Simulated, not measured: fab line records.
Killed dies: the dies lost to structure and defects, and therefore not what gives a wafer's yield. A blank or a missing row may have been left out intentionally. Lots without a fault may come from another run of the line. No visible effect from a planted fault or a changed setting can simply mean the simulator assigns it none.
fab line records	flow n5-finfet	part 1 of 2: steps 1 to 4 of 6
record lots=24	wafers=72	last-day=18
route steps=1938 shown BEOL_M13@1659 BEOL_M14@1726
lots with no fault: from the same line, run without faults
start-h: the number of hours between the record's first day and the start of the first shown wafer of the lot	wait-h: hours elapsed since this lot's preceding step	" identical to the entry in the row above	L1.1+2: a single row standing in for several wafers	- no value present, or no start provided	* or withheld: withheld	< > ~ a bound
route shown NAME@n: a module of which the file shows steps, and the number in the route of the first	usual: mean and standard deviation over wafers with no fault	same: alike in all rows	chamber/n: place in a boat	sites: the reading at each site	_std_site: the values' standard deviation	_edge_site: inner sites' mean taken away from outer sites' mean	radius-mm: how far each site lies from the wafer's centre	mask NAME#n: copy n	behind: tool/chamber where the wafer was last shaped	hold: cause of the lot's hold/its duration in hours/its outcome	device: transistor that didn't switch, given as n, p or np	end of line: the tests these same wafers got at the end of their route	for a step that has no rows: nothing shown but its recipe	killed: the dies lost at the first sort to structure and to defects; this is not the yield of the wafer	map: shows each die of a wafer: x if killed, . if not, _ if none is there
set.NAME: the setting that was run; set.NAME@STEP: the one run at that earlier step	model.NAME: the simulator's own value behind a step, which no gauge read
one table for each step of the route and one row for each wafer, over a sample of lots
services: a tool's chamber out of use, with start hour (start-h, from the record's first day; less than 0 if before it), hours out, and reason
## steps
# step N5_BEOL_M13_ILD_DEP_00
# recipe material=SiOC	target-thk-a=8379.2	temp-c=350	precursor=DEMS/O2	pressure-torr=5	rf-w=500	time-s=166.4
# usual heater-power-w=473/75	showerhead-plenum-p-Torr=5.699/0.015	susceptor-temp-C=349.96/0.21	throttle-valve-pct=12.3/0.77
lot.wafer	tool	chamber	start-h	wait-h	heater-power-w	showerhead-plenum-p-Torr	susceptor-temp-C	throttle-valve-pct
L076.1	pecvd-01	0	260.03	0.0	546	5.716	349.83	12.3
L076.3	"	0	"	"	577	5.724	349.72	12.4
L076.6	"	0	"	"	468	5.732	349.56	12.1
L077.1	pecvd-02	0	267.89	0.0	546	5.703	350.03	11.4
L077.3	"	2	"	"	402	5.699	349.75	11.4
L077.6	"	2	"	"	308	5.684	349.40	11.2
L075.2	pecvd-04	1	268.29	0.0	417	5.742	349.64	13.7
L075.4	"	2	"	"	487	5.693	350.29	12.3
L075.6	"	0	"	"	430	5.685	350.14	12.6
L079.3	pecvd-01	2	286.81	0.0	447	5.680	349.59	11.8
L079.4	"	2	"	"	484	5.681	349.77	11.8
L079.6	"	0	"	"	477	5.713	349.87	12.4
L078.3	pecvd-04	1	287.46	0.0	369	5.726	349.88	14.0
L078.4	"	1	"	"	410	5.720	350.33	13.9
L078.5	"	0	"	"	446	5.700	350.36	12.0
L080.1	pecvd-04	1	290.72	0.0	369	5.712	349.88	13.8
L080.3	"	2	"	"	575	5.691	349.84	12.3
L080.6	"	2	"	"	583	5.713	349.94	12.2
L081.2	pecvd-04	0	291.05	0.0	383	5.690	349.50	12.4
L081.3	"	2	"	"	537	5.674	350.25	12.5
L081.5	"	0	"	"	417	5.702	349.85	12.1
L074.1	pecvd-01	2	298.80	0.0	488	5.681	350.30	12.0
L074.5	"	1	"	"	538	5.681	349.89	12.5
L074.6	"	0	"	"	552	5.715	350.08	12.1
L082.1	pecvd-02	0	299.98	0.0	539	5.721	349.85	11.8
L082.2	"	2	"	"	345	5.693	350.06	11.5
L082.4	"	2	"	"	387	5.713	349.76	11.5
L084.1	pecvd-04	1	308.66	0.0	432	5.721	349.98	13.9
L084.2	"	2	"	"	564	5.684	349.81	12.1
L084.6	"	2	"	"	616	5.686	349.85	12.2
L083.1	pecvd-02	1	308.82	0.0	518	5.694	350.12	12.0
L083.2	"	2	"	"	377	5.689	350.05	11.5
L083.4	"	1	"	"	563	5.694	350.45	12.1
L085.2	pecvd-01	2	309.84	0.0	463	5.685	350.32	11.8
L085.3	"	1	"	"	508	5.666	350.15	12.0
L085.6	"	1	"	"	531	5.698	350.36	12.5
L086.1	pecvd-02	0	327.87	0.0	556	5.686	349.94	11.5
L086.3	"	2	"	"	393	5.701	349.94	11.3
L086.6	"	2	"	"	414	5.690	350.32	11.3
L087.1	pecvd-04	0	347.48	0.0	399	5.696	350.23	12.3
L087.3	"	2	"	"	495	5.697	349.93	12.1
L087.6	"	0	"	"	429	5.697	350.48	12.1
L088.2	pecvd-02	1	347.71	0.0	486	5.705	349.87	12.3
L088.3	"	0	"	"	481	5.706	349.81	11.7
L088.5	"	1	"	"	530	5.693	349.93	12.3
L089.2	pecvd-04	0	354.12	0.0	402	5.697	349.86	11.9
L089.3	"	2	"	"	549	5.687	349.63	12.4
L089.4	"	0	"	"	420	5.689	349.96	12.0
L091.3	pecvd-04	1	364.24	0.0	350	5.730	349.84	13.8
L091.5	"	2	"	"	490	5.699	349.79	12.2
L091.6	"	1	"	"	379	5.710	349.90	13.8
L090.1	pecvd-04	2	364.58	0.0	587	5.690	349.68	12.4
L090.4	"	1	"	"	349	5.722	349.86	14.1
L090.5	"	0	"	"	388	5.688	349.78	11.9
L092.3	pecvd-02	1	368.02	0.0	557	5.694	350.28	12.1
L092.4	"	0	"	"	510	5.687	349.93	11.5
L092.6	"	1	"	"	576	5.703	350.02	12.1
L093.1	pecvd-04	0	381.46	0.0	388	5.688	349.97	12.1
L093.2	"	1	"	"	426	5.728	349.78	14.2
L093.4	"	2	"	"	545	5.680	350.02	12.5
L094.1	pecvd-02	2	393.38	0.0	320	5.693	350.33	11.3
L094.2	"	0	"	"	542	5.691	350.02	11.6
L094.5	"	0	"	"	445	5.698	350.05	11.5
L095.2	pecvd-01	2	393.65	0.0	402	5.683	349.66	12.2
L095.3	"	0	"	"	586	5.724	349.98	12.1
L095.4	"	0	"	"	489	5.715	350.05	12.4
L096.2	pecvd-01	2	398.08	0.0	472	5.694	349.91	12.0
L096.3	"	0	"	"	511	5.726	350.17	12.3
L096.4	"	2	"	"	488	5.694	349.91	12.0
L097.2	pecvd-02	1	398.49	0.0	473	5.692	349.52	11.9
L097.4	"	0	"	"	540	5.696	349.67	11.8
L097.5	"	2	"	"	316	5.691	350.04	11.0
# step N5_BEOL_M13_ETCH_59
# recipe chemistry=N2/H2	target=BARC	target-depth-a=890	overetch-a=267	time-s=67.9	ion-energy-ev=200	pressure-mtorr=30	source-w=840	bias-w=150	n2-flow-sccm=200	h2-flow-sccm=200
# usual drypump-motor-current-A=5.8/0.34	oes-product-au=0.70/0.065	rf-vpp-V=525.3/2.2	showerhead-plenum-p-Torr=2.59/0.076	throttle-valve-pct=17.89/0.26
lot.wafer	tool	chamber	start-h	wait-h	drypump-motor-current-A	oes-product-au	rf-hours-counter-h	rf-vpp-V	showerhead-plenum-p-Torr	throttle-valve-pct
L076.1	rie-diel-04	0	260.91	0.0	6.3	0.84	1	528.8	2.72	17.84
L076.3	"	2	"	"	5.4	0.65	137	526.4	2.67	17.99
L076.6	"	3	"	"	5.4	0.69	-	526.1	2.58	17.74
L077.1	rie-diel-06	3	268.59	0.0	5.9	0.69	95	521.0	2.47	18.35
L077.3	"	1	"	"	5.9	0.80	18	528.7	2.70	17.75
L077.6	"	1	"	"	5.9	0.81	-	527.9	2.70	17.74
L075.2	rie-diel-02	1	268.99	0.0	5.9	0.63	175	523.2	2.53	18.26
L075.4	"	3	"	"	5.9	0.73	-	525.2	2.59	17.83
L075.6	"	1	"	"	5.9	0.63	-	523.3	2.53	18.27
L079.3	rie-diel-06	0	287.41	0.0	5.9	0.71	62	525.3	2.58	17.46
L079.4	"	1	"	"	5.9	0.79	24	529.4	2.70	17.73
L079.6	"	3	"	"	5.9	0.69	-	522.5	2.46	18.37
L078.3	rie-diel-06	3	288.04	0.0	5.9	0.69	100	522.6	2.46	18.35
L078.4	"	0	"	"	5.9	0.72	62	525.1	2.58	17.46
L078.5	"	3	"	"	5.9	0.69	-	522.2	2.46	18.37
L080.1	rie-diel-02	3	291.42	0.0	5.9	0.73	72	523.8	2.58	17.84
L080.3	"	2	"	"	5.2	0.74	59	524.3	2.58	17.90
L080.6	"	1	"	"	5.9	0.62	-	522.7	2.53	18.26
L081.2	rie-diel-04	3	291.63	0.0	5.4	0.67	98	524.5	2.58	17.76
L081.3	"	1	"	"	5.8	0.83	5	522.6	2.50	17.71
L081.5	"	1	"	"	5.8	0.82	-	522.8	2.50	17.73
L074.1	rie-diel-06	1	299.53	0.0	5.9	0.79	28	527.7	2.69	17.75
L074.5	"	3	"	"	5.9	0.69	-	522.3	2.46	18.36
L074.6	"	2	"	"	5.9	0.62	-	526.8	2.64	17.72
L082.1	rie-diel-04	2	300.62	0.0	5.4	0.64	150	526.2	2.66	17.99
L082.2	"	1	"	"	5.8	0.82	6	523.2	2.50	17.73
L082.4	"	3	"	"	5.4	0.68	99	526.7	2.58	17.76
L084.1	rie-diel-02	1	309.23	0.0	5.9	0.61	188	524.2	2.53	18.28
L084.2	"	3	"	"	5.9	0.72	78	523.8	2.58	17.85
L084.6	"	3	"	"	5.9	0.72	-	524.6	2.58	17.85
L083.1	rie-diel-06	2	309.42	0.0	5.9	0.62	172	527.5	2.64	17.72
L083.2	"	0	"	"	5.9	0.71	68	524.9	2.57	17.47
L083.4	"	1	"	"	5.9	0.79	31	527.2	2.69	17.75
L085.2	rie-diel-02	2	311.68	0.0	5.3	0.73	66	523.6	2.58	17.91
L085.3	"	0	"	"	6.5	0.81	10	527.6	2.70	17.68
L085.6	"	2	"	"	5.3	0.74	-	525.7	2.58	17.91
L086.1	rie-diel-04	3	328.45	0.0	5.4	0.66	109	525.2	2.57	17.78
L086.3	"	1	"	"	5.7	0.81	14	522.6	2.50	17.73
L086.6	"	1	"	"	5.8	0.80	-	521.7	2.50	17.74
L087.1	rie-diel-02	0	348.18	0.0	6.5	0.78	20	526.8	2.70	17.69
L087.3	"	1	"	"	5.9	0.62	200	522.9	2.52	18.27
L087.6	"	3	"	"	5.9	0.71	-	526.8	2.58	17.86
L088.2	rie-diel-06	2	348.55	0.0	6.0	0.61	185	526.4	2.64	17.74
L088.3	"	0	"	"	5.8	0.69	80	525.2	2.57	17.48
L088.5	"	3	"	"	5.8	0.68	-	521.3	2.46	18.39
L089.2	rie-diel-02	2	355.07	0.0	5.2	0.72	80	525.1	2.58	17.92
L089.3	"	3	"	"	5.9	0.70	92	525.1	2.57	17.87
L089.4	"	0	"	"	6.5	0.78	22	530.2	2.69	17.68
L091.3	rie-diel-02	2	364.81	0.0	5.3	0.72	83	525.1	2.57	17.94
L091.5	"	1	"	"	5.9	0.61	-	523.1	2.52	18.30
L091.6	"	2	"	"	5.3	0.72	-	523.7	2.57	17.95
L090.1	rie-diel-06	0	365.75	0.0	5.9	0.70	85	525.5	2.57	17.49
L090.4	"	3	"	"	5.8	0.67	123	522.6	2.45	18.40
L090.5	"	3	"	"	5.9	0.68	-	522.0	2.45	18.42
L092.3	rie-diel-06	1	368.74	0.0	5.9	0.76	49	527.7	2.68	17.79
L092.4	"	0	"	"	5.8	0.69	86	525.4	2.57	17.50
L092.6	"	2	"	"	6.0	0.61	-	524.9	2.64	17.74
L093.1	rie-diel-02	3	382.04	0.0	5.9	0.69	100	523.9	2.57	17.89
L093.2	"	0	"	"	6.6	0.77	31	526.9	2.69	17.72
L093.4	"	2	"	"	5.2	0.71	88	525.0	2.57	17.96
L094.1	rie-diel-02	3	394.09	0.0	5.9	0.69	104	523.8	2.57	17.90
L094.2	"	1	"	"	5.9	0.61	216	522.0	2.51	18.31
L094.5	"	2	"	"	5.2	0.70	-	525.7	2.57	17.96
L095.2	rie-diel-06	1	394.36	0.0	5.9	0.75	57	529.2	2.68	17.80
L095.3	"	0	"	"	5.9	0.69	94	524.9	2.56	17.52
L095.4	"	2	"	"	6.0	0.60	-	526.6	2.63	17.75
L096.2	rie-diel-02	1	398.66	0.0	5.9	0.60	217	523.8	2.51	18.31
L096.3	"	0	"	"	6.5	0.76	37	528.2	2.69	17.71
L096.4	"	2	"	"	5.3	0.71	94	525.7	2.57	17.98
L097.2	rie-diel-04	2	399.20	0.0	5.4	0.62	178	526.4	2.65	18.08
L097.4	"	1	"	"	5.8	0.77	34	522.3	2.49	17.76
L097.5	"	3	"	"	5.4	0.66	-	523.8	2.56	17.81
# step N5_BEOL_M14_CD_MEAS_10
# recipe target-cd-nm=250	landing-energy-ev=500	detector=se-inlens	polarity=opening
# usual cd-nm=250.4/1.6
lot.wafer	tool	chamber	start-h	wait-h	cd-nm
L076.1	cd-sem-02	0	265.62	-	249.6
L076.3	"	0	"	"	250.7
L076.6	"	0	"	"	251.6
L077.1	cd-sem-02	0	273.04	-	252.4
L077.3	"	0	"	"	249.1
L077.6	"	0	"	"	250.6
L075.2	cd-sem-02	0	273.94	-	249.8
L075.4	"	0	"	"	250.4
L075.6	"	0	"	"	248.3
L079.3	cd-sem-01	0	291.88	-	251.8
L079.4	"	0	"	"	247.7
L079.6	"	0	"	"	248.0
L078.3	cd-sem-01	0	299.16	-	249.1
L078.4	"	0	"	"	249.3
L078.5	"	0	"	"	249.9
L080.1	cd-sem-01	0	302.79	-	250.2
L080.3	"	0	"	"	251.6
L080.6	"	0	"	"	251.5
L081.2	cd-sem-03	0	303.26	-	250.4
L081.3	"	0	"	"	248.9
L081.5	"	0	"	"	250.7
L074.1	cd-sem-03	0	304.09	-	247.3
L074.5	"	0	"	"	248.9
L074.6	"	0	"	"	251.3
L082.1	cd-sem-02	0	306.05	-	251.0
L082.2	"	0	"	"	251.7
L082.4	"	0	"	"	251.6
L084.1	cd-sem-02	0	313.62	-	251.7
L084.2	"	0	"	"	250.2
L084.6	"	0	"	"	252.1
L083.1	cd-sem-01	0	316.09	-	249.3
L083.2	"	0	"	"	249.8
L083.4	"	0	"	"	248.8
L085.2	cd-sem-02	0	317.77	-	250.2
L085.3	"	0	"	"	249.3
L085.6	"	0	"	"	246.2
L086.1	cd-sem-03	0	333.23	-	249.2
L086.3	"	0	"	"	248.6
L086.6	"	0	"	"	249.1
L087.1	cd-sem-01	0	355.19	-	250.5
L087.3	"	0	"	"	251.9
L087.6	"	0	"	"	251.4
L088.2	cd-sem-02	0	355.39	-	252.0
L088.3	"	0	"	"	252.4
L088.5	"	0	"	"	248.9
L089.2	cd-sem-01	0	359.85	-	249.2
L089.3	"	0	"	"	249.3
L089.4	"	0	"	"	251.6
L091.3	cd-sem-01	0	370.04	-	250.0
L091.5	"	0	"	"	252.4
L091.6	"	0	"	"	253.3
L090.1	cd-sem-02	0	372.65	-	251.5
L090.4	"	0	"	"	251.2
L090.5	"	0	"	"	248.8
L092.3	cd-sem-01	0	373.60	-	249.5
L092.4	"	0	"	"	251.1
L092.6	"	0	"	"	251.1
L093.1	cd-sem-02	0	390.70	-	250.9
L093.2	"	0	"	"	251.2
L093.4	"	0	"	"	254.3
L094.1	cd-sem-02	0	398.93	-	250.0
L094.2	"	0	"	"	253.1
L094.5	"	0	"	"	250.0
L095.2	cd-sem-02	0	398.97	-	250.4
L095.3	"	0	"	"	247.8
L095.4	"	0	"	"	249.8
L096.2	cd-sem-03	0	404.80	-	249.5
L096.3	"	0	"	"	248.3
L096.4	"	0	"	"	248.5
L097.2	cd-sem-01	0	407.45	-	250.4
L097.4	"	0	"	"	251.9
L097.5	"	0	"	"	249.6
# step N5_BEOL_M14_STRIP_64
# recipe chemistry=O2	power-w=600	temp-c=60	pressure-mtorr=30	rf-frequency-hz=6e+07	bias-power-w=0	overash-fraction=0.3	o2-flow-sccm=225
# usual drypump-motor-current-A=5.6/0.51	oes-product-au=0.77/0.077	rf-vpp-V=3.6/0.49	showerhead-plenum-p-Torr=2.14/0.059	throttle-valve-pct=16.82/0.21
lot.wafer	tool	chamber	start-h	wait-h	drypump-motor-current-A	oes-product-au	rf-hours-counter-h	rf-vpp-V	showerhead-plenum-p-Torr	throttle-valve-pct
L076.1	rie-diel-03	1	-	-	5.2	0.76	148	3.2	2.11	16.79
L076.3	"	2	"	"	5.3	0.73	153	4.1	2.11	17.11
L076.6	"	1	"	"	5.2	0.77	-	3.0	2.11	16.77
L077.1	rie-diel-05	2	-	-	5.6	0.84	83	3.8	2.21	16.68
L077.3	"	3	"	"	4.6	0.81	98	2.7	2.21	16.79
L077.6	"	3	"	"	4.6	0.81	-	3.3	2.21	16.78
L075.2	rie-diel-03	2	-	-	5.3	0.74	156	4.3	2.11	17.12
L075.4	"	0	"	"	5.7	0.71	181	2.8	2.17	16.73
L075.6	"	0	"	"	5.7	0.72	-	3.9	2.17	16.74
L079.3	rie-diel-01	1	-	-	5.3	0.82	84	3.7	2.14	16.73
L079.4	"	3	"	"	5.3	0.69	224	3.9	2.14	16.71
L079.6	"	1	"	"	5.3	0.84	-	4.6	2.13	16.75
L078.3	rie-diel-03	3	-	-	6.4	0.94	25	3.7	2.25	16.70
L078.4	"	2	"	"	5.3	0.72	163	3.9	2.11	17.14
L078.5	"	3	"	"	6.3	0.93	-	3.2	2.25	16.69
L080.1	rie-diel-01	2	-	-	4.9	0.68	219	3.8	2.18	17.13
L080.3	"	0	"	"	6.3	0.77	135	2.7	2.09	16.51
L080.6	"	2	"	"	5.0	0.69	-	3.4	2.18	17.14
L081.2	rie-diel-03	2	-	-	5.3	0.72	165	3.2	2.11	17.14
L081.3	"	0	"	"	5.7	0.71	190	3.5	2.16	16.75
L081.5	"	2	"	"	5.3	0.73	-	3.5	2.11	17.15
L074.1	rie-diel-03	2	-	-	5.3	0.72	166	3.1	2.11	17.11
L074.5	"	2	"	"	5.3	0.72	-	3.5	2.11	17.12
L074.6	"	1	"	"	5.2	0.76	-	4.1	2.11	16.80
L082.1	rie-diel-01	2	-	-	5.0	0.69	222	3.8	2.18	17.14
L082.2	"	1	"	"	5.2	0.80	89	3.0	2.13	16.76
L082.4	"	3	"	"	5.4	0.69	230	4.3	2.14	16.70
L084.1	rie-diel-01	2	-	-	5.0	0.68	224	3.8	2.18	17.14
L084.2	"	0	"	"	6.4	0.77	139	3.5	2.09	16.51
L084.6	"	3	"	"	5.3	0.68	-	3.0	2.14	16.71
L083.1	rie-diel-01	2	-	-	5.0	0.68	225	3.1	2.18	17.12
L083.2	"	0	"	"	6.4	0.78	139	3.7	2.09	16.51
L083.4	"	1	"	"	5.2	0.81	92	2.8	2.13	16.76
L085.2	rie-diel-01	1	-	-	5.2	0.82	93	3.7	2.13	16.76
L085.3	"	3	"	"	5.3	0.69	233	3.9	2.14	16.70
L085.6	"	2	"	"	5.0	0.69	-	4.2	2.18	17.14
L086.1	rie-diel-01	3	-	-	5.3	0.68	238	3.6	2.14	16.72
L086.3	"	0	"	"	6.4	0.77	144	3.7	2.09	16.53
L086.6	"	0	"	"	6.4	0.77	-	3.2	2.09	16.52
L087.1	rie-diel-01	1	-	-	5.3	0.79	105	3.7	2.13	16.78
L087.3	"	2	"	"	5.0	0.68	238	2.8	2.17	17.15
L087.6	"	0	"	"	6.4	0.76	-	4.1	2.09	16.53
L088.2	rie-diel-03	3	-	-	6.3	0.90	45	3.4	2.24	16.73
L088.3	"	1	"	"	5.2	0.74	173	3.5	2.10	16.82
L088.5	"	2	"	"	5.3	0.71	-	3.1	2.10	17.18
L089.2	rie-diel-05	1	-	-	5.6	0.78	132	3.4	2.02	16.74
L089.3	"	3	"	"	4.6	0.77	129	3.3	2.20	16.86
L089.4	"	0	"	"	6.2	0.78	134	3.7	2.03	17.04
L091.3	rie-diel-01	2	-	-	4.9	0.67	242	4.0	2.17	17.18
L091.5	"	3	"	"	5.4	0.66	-	4.7	2.14	16.73
L091.6	"	0	"	"	6.4	0.75	-	3.4	2.09	16.56
L090.1	rie-diel-05	2	-	-	5.6	0.79	121	4.2	2.19	16.76
L090.4	"	3	"	"	4.6	0.77	133	3.4	2.19	16.85
L090.5	"	0	"	"	6.2	0.76	-	3.7	2.03	17.07
L092.3	rie-diel-03	1	-	-	5.2	0.75	179	3.4	2.10	16.83
L092.4	"	2	"	"	5.3	0.71	190	3.7	2.10	17.19
L092.6	"	2	"	"	5.3	0.70	-	3.3	2.10	17.18
L093.1	rie-diel-05	0	-	-	6.2	0.78	144	3.7	2.03	17.05
L093.2	"	1	"	"	5.6	0.78	143	3.7	2.02	16.76
L093.4	"	1	"	"	5.6	0.78	-	3.6	2.02	16.76
L094.1	rie-diel-03	2	-	-	5.3	0.69	200	3.7	2.09	17.20
L094.2	"	3	"	"	6.3	0.86	61	3.4	2.24	16.76
L094.5	"	3	"	"	6.3	0.87	-	3.7	2.24	16.75
L095.2	rie-diel-01	0	-	-	6.4	0.74	171	3.2	2.08	16.58
L095.3	"	1	"	"	5.3	0.77	124	3.0	2.12	16.81
L095.4	"	3	"	"	5.3	0.98	-	3.9	2.13	16.31
L096.2	rie-diel-01	3	-	-	5.3	0.98	7	3.0	2.13	16.33
L096.3	"	1	"	"	5.2	0.78	127	3.8	2.12	16.81
L096.4	"	0	"	"	6.4	0.75	-	2.2	2.08	16.62
L097.2	rie-diel-03	0	-	-	5.7	0.69	228	4.0	2.15	16.82
L097.4	"	3	"	"	6.3	0.86	65	3.2	2.24	16.77
L097.5	"	2	"	"	5.3	0.69	-	3.7	2.09	17.22
